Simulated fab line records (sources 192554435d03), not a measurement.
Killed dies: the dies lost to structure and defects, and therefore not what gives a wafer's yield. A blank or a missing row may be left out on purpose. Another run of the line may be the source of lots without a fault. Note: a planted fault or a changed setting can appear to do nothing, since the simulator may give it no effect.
Matching of chambers | flow n5 finfet | N5_HKMG_FIN_STRIP_89 on rie diel-02 has 4 sister chambers
The step strips SOC in N2/H2, time 20 s. 8 wafers are shown with their chamber, then 10 later ones without.

## WAFERS WITH THEIR CHAMBER
wafer  | chamber | drypump motor current A (A) | showerhead plenum p Torr (Torr)
L078.2 | 2       | 5.6                         | 3.57
L081.1 | 3       | 5.3                         | 3.42
L081.3 | 0       | 6.8                         | 3.19
L088.1 | 1       | 5.9                         | 3.19
L088.2 | 0       | 6.8                         | 3.18
L088.5 | 1       | 6.0                         | 3.19
L089.3 | 2       | 5.6                         | 3.55
L089.4 | 3       | 5.3                         | 3.41

## WAFERS MISSING THEIR CHAMBER
wafer  | drypump motor current A (A) | showerhead plenum p Torr (Torr)
L089.5 | 5.6                         | 3.55
L092.2 | 5.6                         | 3.55
L092.4 | 6.8                         | 3.18
L092.5 | 6.8                         | 3.18
L095.2 | 5.3                         | 3.40
L095.4 | 5.3                         | 3.40
L095.6 | 6.0                         | 3.19
L097.4 | 5.6                         | 3.54
L097.5 | 6.0                         | 3.18
L097.6 | 5.3                         | 3.40

## CHAMBER TAKEN BY EACH
wafer  | from the rows above | in truth
L089.5 | 2                   | 2
L092.2 | 2                   | 2
L092.4 | 0                   | 0
L092.5 | 0                   | 0
L095.2 | 3                   | 3
L095.4 | 3                   | 3
L095.6 | 1                   | 1
L097.4 | 2                   | 2
L097.5 | 1                   | 1
L097.6 | 3                   | 3
Correct placement for 10 of the 10. Left unplaced by these rows: 0. Wrongly placed: 0.
How it was worked out, from the rows above alone: a wafer's distance from a chamber is the root of the sum, over the readings, of the square of ((its reading less the chamber's mean) divided by the reading's scatter). If the next closest chamber is less than 2 further off than the closest, the wafer can't be placed; otherwise it belongs to the closest. Each chamber's mean is taken over the wafers shown for it. The scatter is the square root of a quotient: the sum, over the shown wafers, of each reading's squared deviation from its chamber's mean, divided by wafers minus chambers.
